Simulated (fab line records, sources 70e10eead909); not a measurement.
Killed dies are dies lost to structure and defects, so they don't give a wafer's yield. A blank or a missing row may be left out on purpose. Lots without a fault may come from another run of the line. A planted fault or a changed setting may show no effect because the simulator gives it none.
fab line records | flow nand_harc
record lots=12 wafers=36 last_day=34
route steps=1302 shown A_CHANNEL_HOLE_D1@479 A_CHANNEL_FILL_D1@494 END@1302
lots that met no fault: from a run of the same line without faults
start_h: hours from the record's first day to the start of the lot's first wafer shown | wait_h: hours since the lot's step before | " the same as in the row above | L1.1+2: a row that stands for several wafers | - no value, or no start given | * or withheld: withheld | < > ~ a bound
route shown NAME@n: a module of which the file shows steps, and the number in the route of the first | usual: mean/standard deviation of fault-free wafers | same: alike in all rows | chamber/n: place in a boat | sites: the reading at each site | _std_site: their standard deviation | _edge_site: outer sites' mean less inner sites' | radius_mm: how far each site lies from the wafer's centre | mask NAME#n: copy n | behind: the tool/chamber that last shaped the wafer | hold: why the lot was held/for how many hours/how that ended | device: the transistor (n, p or np) that didn't switch | end of line: the same wafers' tests at the end of the route | a step without rows: its recipe alone | killed: dies lost to structure and defects at the first sort, not the wafer's yield | map: a wafer's dies, x killed, . not, _ none there
set.NAME: the setting as run; set.NAME@STEP: as run at that earlier step | model.NAME: the simulator's own value behind a step, which no gauge read
steps of the route over a sample of lots; a table a step, a row a wafer
services: from which hour (start_h, from the record's first day; less than 0 if before it) a tool's chamber was out of use, for how many hours, and why
## steps
# step NHARC_A_CHANNEL_HOLE_D1_ETCH_33
# recipe bias_v=400 source_w=2000 pressure_mtorr=25 time_s=90 ar_flow_sccm=375 c4f8_flow_sccm=41.7 o2_flow_sccm=83.3 temp_c=-20 target_depth_a=4000 chemistry=C4F8/O2/Ar
# usual drypump_motor_current_A=5.59/0.14 mfc_ar_sccm=374.9/1.2 showerhead_plenum_p_Torr=3.69/0.097 throttle_valve_pct=27.620/0.0093
# columns lot.wafer tool chamber start_h wait_h drypump_motor_current_A mfc_ar_sccm rf_hours_counter_h showerhead_plenum_p_Torr throttle_valve_pct
L570.2 har_etch-02 1 214.10 0.2 5.76 375.2 318 3.80 27.632
L570.6 " 0 " " 5.60 375.1 - 3.75 27.599
L570.5 " 1 " " 5.75 374.7 - 3.80 27.621
L571.1 har_etch-02 0 224.99 0.2 5.60 375.3 325 3.74 27.627
L571.4 " 1 " " 5.74 376.0 - 3.79 27.608
L571.6 " 1 " " 5.76 375.8 - 3.79 27.621
L572.1 har_etch-02 1 238.45 0.2 5.77 373.6 333 3.79 27.623
L572.3 " 0 " " 5.59 374.1 - 3.74 27.636
L572.5 " 0 " " 5.60 373.3 - 3.74 27.614
L576.2 har_etch-01 1 270.82 0.2 5.67 374.7 130 3.75 27.620
L576.4 " 0 " " 5.33 376.3 - 3.55 27.630
L576.5 " 1 " " 5.64 375.1 - 3.75 27.622
L577.1 har_etch-01 0 286.78 0.2 5.36 373.5 142 3.54 27.612
L577.2 " 1 " " 5.64 375.4 142 3.75 27.633
L577.4 " 1 " " 5.63 375.5 - 3.75 27.608
L582.1 har_etch-01 1 329.02 0.2 5.63 372.9 164 3.74 27.627
L582.2 " 0 " " 5.40 373.7 164 3.53 27.617
L582.5 " 1 " " 5.63 374.9 - 3.74 27.636
L581.1 har_etch-01 0 337.14 0.2 5.37 376.2 168 3.53 27.628
L581.2 " 1 " " 5.66 373.8 168 3.73 27.612
L581.3 " 1 " " 5.63 374.3 - 3.73 27.625
L583.2 har_etch-02 0 350.70 0.2 5.57 374.0 401 3.70 27.628
L583.6 " 1 " " 5.77 374.1 - 3.75 27.620
L583.5 " 0 " " 5.59 374.3 - 3.70 27.621
L585.1 har_etch-02 0 374.95 0.2 5.60 378.2 420 3.69 27.606
L585.4 " 1 " " 5.76 377.4 - 3.74 27.623
L585.6 " 1 " " 5.77 375.9 - 3.74 27.622
L588.1 har_etch-01 0 390.38 0.2 5.39 372.4 203 3.51 27.624
L588.4 " 0 " " 5.41 374.3 - 3.51 27.623
L588.5 " 0 " " 5.39 373.9 - 3.51 27.610
L590.4 har_etch-01 0 409.27 0.2 5.35 373.5 - 3.50 27.621
L590.3 " 1 " " 5.66 373.7 - 3.70 27.622
L590.6 " 1 " " 5.67 373.4 - 3.71 27.607
L589.2 har_etch-02 0 446.73 0.2 5.58 373.2 31 3.67 27.616
L589.3 " 0 " " 5.55 374.0 - 3.67 27.638
L589.6 " 0 " " 5.58 372.8 - 3.67 27.613
# step NHARC_A_CHANNEL_FILL_D1_ALD_14
# recipe target_thk_a=25 pulse_time_s=10 ald_cycles=25 temp_c=300 material=SiO2
# usual heater_power_w=477/47 precursor_pulse_height_rel=1.001/0.02
# columns lot.wafer tool chamber start_h wait_h heater_power_w precursor_pulse_height_rel
L570.2 ald_hk-01 3 223.24 0.2 440 0.966
L570.6 " 0 " " 506 1.019
L570.5 " 1 " " 538 0.995
L571.4 ald_hk-03 0 234.02 0.1 460 1.001
L571.1 " 1 " " 449 0.987
L571.6 " 0 " " 450 1.020
L572.3 ald_hk-04 1 247.69 0.0 518 1.004
L572.1 " 0 " " 480 1.021
L572.5 " 2 " " 431 1.047
L576.4 ald_hk-04 0 279.74 0.1 496 1.033
L576.2 " 1 " " 504 0.996
L576.5 " 0 " " 491 1.016
L577.1 ald_hk-04 0 297.08 1.4 496 0.998
L577.4 " 1 " " 493 0.974
L577.2 " 2 " " 421 1.018
L582.2 ald_hk-01 0 339.17 1.2 489 1.033
L582.1 " 3 " " 453 1.022
L582.5 " 0 " " 505 0.983
L581.2 ald_hk-01 2 346.48 0.0 508 0.991
L581.3 " 3 " " 440 1.014
L581.1 " 1 " " 553 0.977
L583.2 ald_hk-03 0 361.64 0.0 459 1.005
L583.5 " 0 " " 463 1.030
L583.6 " 1 " " 455 0.983
L585.4 ald_hk-04 3 381.94 0.3 472 0.981
L585.1 " 2 " " 433 1.001
L585.6 " 3 " " 455 1.045
L588.4 ald_hk-04 1 399.47 0.1 496 1.006
L588.1 " 2 " " 439 1.014
L588.5 " 0 " " 504 0.986
L590.4 ald_hk-01 2 419.21 0.1 513 0.997
L590.3 " 3 " " 457 1.006
L590.6 " 1 " " 564 1.004
L589.2 ald_hk-03 1 452.92 0.0 436 1.008
L589.3 " 3 " " 376 0.996
L589.6 " 1 " " 436 1.004
# step NHARC_A_CHANNEL_FILL_D1_CVD_18
# recipe target_thk_a=30 temp_c=550 material=poly-Si
# usual spike_tc_bottom_C=573.9/1.1 spike_tc_centre_C=551.9/1.3
# columns lot.wafer tool chamber start_h wait_h spike_tc_bottom_C spike_tc_centre_C
L570.2 lpcvd_poly-03 0 238.28 - 574.6 550.3
L570.5 " 0 " " 574.1 551.9
L570.6 " 0 " " 575.7 551.3
L571.1 lpcvd_poly-03 - 249.02 - - -
L571.4 " - " " - -
L571.6 " - " " - -
L572.1 lpcvd_poly-03 - 262.74 - - -
L572.3 " - " " - -
L572.5 " - " " - -
L576.2 lpcvd_poly-01 0 294.52 - 574.7 551.5
L576.4 " 0 " " 573.5 555.1
L576.5 " 0 " " 574.7 552.7
L577.1 lpcvd_poly-03 0 312.18 - 573.4 550.2
L577.2 " 0 " " 574.8 552.2
L577.4 " 0 " " 574.1 551.4
L582.1 lpcvd_poly-03 0 354.21 - 573.3 549.8
L582.2 " 0 " " 573.6 551.6
L582.5 " 0 " " 571.4 551.2
L581.1 lpcvd_poly-03 0 364.35 - 573.2 549.7
L581.2 " 0 " " 574.4 548.9
L581.3 " 0 " " 574.0 552.3
L583.2 lpcvd_poly-01 0 376.60 - 574.4 553.0
L583.5 " 0 " " 573.4 553.6
L583.6 " 0 " " 575.4 552.8
L585.1 lpcvd_poly-01 0 396.68 - 574.5 554.5
L585.4 " 0 " " 574.9 554.0
L585.6 " 0 " " 573.3 552.0
L588.1 lpcvd_poly-03 0 414.35 - 573.7 550.0
L588.4 " 0 " " 574.6 550.0
L588.5 " 0 " " 574.4 549.8
L590.3 lpcvd_poly-01 0 434.05 - 573.5 552.5
L590.4 " 0 " " 575.2 553.4
L590.6 " 0 " " 573.4 553.8
L589.2 lpcvd_poly-04 0 467.77 - 574.4 551.5
L589.3 " 0 " " 572.5 553.6
L589.6 " 0 " " 575.6 551.4
# step NHARC_A_CHANNEL_FILL_D1_STRIP_29
# recipe time_s=20 o2_flow_sccm=500 ar_flow_sccm=0 bias_w=0 chemistry=O2
# usual drypump_motor_current_A=5.8/0.46 mfc_ar_sccm=0.017/0.015 oes_product_au=0.998/0.008 rf_vpp_V=57.6/0.94 showerhead_plenum_p_Torr=3.49/0.12 throttle_valve_pct=17.036/0.01
# columns lot.wafer tool chamber start_h wait_h drypump_motor_current_A mfc_ar_sccm oes_product_au rf_hours_counter_h rf_vpp_V showerhead_plenum_p_Torr throttle_valve_pct
L570.2 rie_diel-01 0 258.78 0.1 5.7 0.041 1.000 2.7 57.5 3.55 17.029
L570.6 " 0 " " 5.7 0.041 0.998 - 56.7 3.55 17.046
L570.5 " 1 " " 5.9 0.034 1.011 - 58.4 3.39 17.027
L571.4 rie_diel-01 0 - - 5.8 0.041 0.997 3.1 58.5 3.55 17.033
L571.1 " 2 " " 6.3 0.001 1.009 3.1 58.2 3.69 17.033
L571.6 " 1 " " 5.9 0.034 0.991 - 58.3 3.39 17.027
L572.1 rie_diel-01 0 282.60 0.2 5.8 0.041 1.001 3.4 57.5 3.55 17.041
L572.3 " 1 " " 5.8 0.034 0.991 4.5 58.7 3.39 17.024
L572.5 " 0 " " 5.7 0.041 1.006 - 57.1 3.55 17.030
L576.2 rie_diel-01 0 314.15 0.2 5.8 0.041 0.999 6.0 58.2 3.55 17.043
L576.4 " 3 " " 6.3 0.024 1.000 - 57.4 3.52 17.057
L576.5 " 2 " " 6.3 0.001 0.986 - 59.0 3.68 17.044
L577.4 rie_diel-05 1 - - 6.2 0 0.994 5.0 55.9 3.35 17.034
L577.2 " 3 " " 5.2 0 0.979 5.8 56.9 3.50 17.034
L577.1 " 0 " " 5.7 0.007 0.998 5.7 58.7 3.72 17.026
L582.1 rie_diel-13 2 - - 5.0 0.018 1.000 1.5 57.9 3.54 17.027
L582.2 " 0 " " 5.1 0.017 1.000 3.0 56.6 3.38 17.032
L582.5 " 2 " " 5.0 0.018 1.006 - 57.3 3.54 17.031
L581.2 rie_diel-13 2 - - 5.0 0.018 1.004 2.0 57.6 3.54 17.039
L581.1 " 0 " " 5.1 0.017 0.997 3.8 57.4 3.38 17.041
L581.3 " 1 " " 5.2 0.042 1.007 3.3 57.5 3.40 17.034
L583.2 rie_diel-01 0 396.63 0.3 5.8 0.041 1.007 0.6 58.8 3.55 17.030
L583.6 " 3 " " 6.3 0.024 1.004 - 57.1 3.51 17.038
L583.5 " 1 " " 5.9 0.034 0.996 - 57.8 3.39 17.011
L585.1 rie_diel-01 1 - - 5.8 0.034 0.999 2.5 57.8 3.39 17.032
L585.4 " 0 " " 5.8 0.041 1.007 2.5 56.3 3.55 17.040
L585.6 " 1 " " 5.8 0.034 1.009 - 57.9 3.39 17.040
L588.4 rie_diel-05 2 - - 6.1 0.006 0.985 0.7 56.7 3.41 17.028
L588.1 " 0 " " 5.7 0.007 0.986 1.0 57.6 3.72 17.047
L588.5 " 2 " " 6.1 0.006 0.999 - 58.3 3.41 17.036
L590.4 rie_diel-13 3 - - 6.4 0.021 1.012 9.2 57.3 3.31 17.042
L590.3 " 1 " " 5.1 0.042 1.003 8.3 59.0 3.40 17.043
L590.6 " 2 " " 5.0 0.018 0.989 - 57.4 3.54 17.035
L589.2 rie_diel-13 1 - - 5.2 0.042 0.999 9.8 56.7 3.40 17.044
L589.3 " 2 " " 5.0 0.018 1.004 9.1 58.0 3.54 17.061
L589.6 " 0 " " 5.1 0.017 1.008 - 57.6 3.38 17.018
# step NHARC_END_SORT_01
# recipe temp_c=25
# usual killed_at_array=58/15 killed_at_other=0.8/1.2 killed_at_periphery=3.5/2.5 killed_dies=62/15 killed_open=3.2/1.7 killed_short=2.4/1.5
# same gross_dies=677
# columns lot.wafer tool chamber start_h wait_h killed_at_array killed_at_other killed_at_periphery killed_dies killed_open killed_short
L571.1 prober-02 0 595.15 2.5 675 1 1 677 2 0
L571.4 prober-02 0 597.56 3.4 671 2 4 677 0 3
L571.6 prober-02 0 599.16 4.0 671 2 4 677 3 1
L572.1 prober-01 0 595.81 2.5 670 1 6 677 4 2
L572.3 prober-01 0 597.44 3.1 674 0 3 677 5 2
L572.5 prober-01 0 599.06 3.8 673 1 3 677 2 4
# killed by level:class
L571.1 A_CHANNEL_FILL_D1:area_cvd=589 A_CHANNEL_HOLE_D1:chamber_film_flake=29 A_SLIT:chamber_film_flake=27 A_CHANNEL_HOLE_D2:chamber_film_flake=20 A_CONTACT:chamber_film_flake=3 A_STAIRCASE:chamber_film_flake=2 A_DECK1_JOINT:chamber_film_flake=2 A_CHANNEL_HOLE_D1:geometric_particle:open=1
L572.1 A_CHANNEL_FILL_D1:area_cvd=627 A_CHANNEL_HOLE_D1:chamber_film_flake=24 A_CHANNEL_HOLE_D2:chamber_film_flake=12 P_ZERO_WELL:chamber_film_flake=2 A_ZERO_WELL:chamber_film_flake=2 A_CONTACT:chamber_film_flake=2 P_STI:geometric_particle:open=1 P_GATE:geometric_particle:open=1
L572.3 A_CHANNEL_FILL_D1:area_cvd=626 A_CHANNEL_HOLE_D1:chamber_film_flake=30 A_CHANNEL_HOLE_D2:chamber_film_flake=7 A_CONTACT:chamber_film_flake=3 A_BLC:geometric_particle:open=2 P_M2:chamber_film_flake=2 A_ONON_D1:geometric_particle:short=1 A_ONON_D1:geometric_particle:open=1
L571.4 A_CHANNEL_FILL_D1:area_cvd=599 A_SLIT:chamber_film_flake=23 A_CHANNEL_HOLE_D1:chamber_film_flake=22 A_CHANNEL_HOLE_D2:chamber_film_flake=19 A_CONTACT:chamber_film_flake=5 P_CONTACT:chamber_film_flake=2 THIN_TSV:chamber_film_flake=2 P_M0:geometric_particle:short=1
L572.5 A_CHANNEL_FILL_D1:area_cvd=615 A_CHANNEL_HOLE_D1:chamber_film_flake=31 A_CHANNEL_HOLE_D2:chamber_film_flake=13 A_CONTACT:chamber_film_flake=4 A_M0:geometric_particle:open=2 A_SLIT:chamber_film_flake=2 A_WL_FILL:chamber_film_flake=2 P_CONTACT:geometric_particle:short=1
L571.6 A_CHANNEL_FILL_D1:area_cvd=591 A_SLIT:chamber_film_flake=25 A_CHANNEL_HOLE_D2:chamber_film_flake=25 A_CHANNEL_HOLE_D1:chamber_film_flake=19 A_CONTACT:chamber_film_flake=3 A_DECK1_JOINT:chamber_film_flake=2 A_STAIRCASE:chamber_film_flake=2 THIN_TSV:chamber_film_flake=2
## services
# columns tool chamber start_h hours kind
rie_diel-01 - 203.82 9.0 pm
har_etch-01 - 229.49 11.4 repair
rie_diel-01 3 235.24 23.5 repair
rie_diel-13 - 245.28 73.8 repair
rie_diel-01 3 273.97 11.6 repair
ald_hk-01 - 275.73 1.0 repair
rie_diel-01 0 277.60 4.9 repair
rie_diel-01 1 288.20 93.8 repair
ald_hk-04 - 289.56 1.4 repair
rie_diel-01 0 319.61 7.2 repair
rie_diel-01 2 339.49 4.7 repair
rie_diel-13 - 342.00 9.0 pm
rie_diel-13 2 355.78 5.8 repair
rie_diel-01 - 356.90 1.0 repair
har_etch-02 - 377.00 17.0 pm
rie_diel-01 - 380.82 9.0 pm
lpcvd_poly-03 - 386.00 26.0 pm
rie_diel-01 2 393.51 3.3 repair
rie_diel-01 2 397.78 2.8 repair
ald_hk-04 - 434.74 10.0 pm
rie_diel-13 0 456.72 2.7 repair
ald_hk-04 - 457.18 1.8 repair
ald_hk-01 - 474.09 10.0 pm
har_etch-01 - 474.64 1.0 repair
## key
first_sign step=NHARC_A_CHANNEL_FILL_D1_CVD_18 reading=tool_record direction=missing
effect step=NHARC_END_SORT_01 reading=killed_dies direction=up sigmas=42 usual=62 struck=677
more_kills_born_at NHARC_A_CHANNEL_FILL_D1_CVD_18@lpcvd_poly-03=3647
met_at NHARC_A_CHANNEL_FILL_D1_CVD_18
struck_lots L571,L572
later_rows_left_out L571.1,L571.4,L571.6,L572.1,L572.3,L572.5
tester_left_out L571,L572
not_acting_at NHARC_A_CHANNEL_HOLE_D1_ETCH_33,NHARC_A_CHANNEL_FILL_D1_ALD_14,NHARC_A_CHANNEL_FILL_D1_STRIP_29
onset_between 238.28 249.02
fault kind=skipped_step_whole tool=lpcvd_poly-03 chamber=- onset_h=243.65 steps=NHARC_A_CHANNEL_FILL_D1_CVD_18 scope=struck_lots_only
# tester_left_out: of these lots the tester's yield and bins aren't shown, on N5 and GAA mostly nor the transistor test; their killed dies are dies lost to structure and defects alone, not to doping, threshold or leakage, so they don't give the yield
# later_rows_left_out: the simulator's readings of these wafers behind a module that went badly wrong aren't trusted and aren't shown, but for the sort
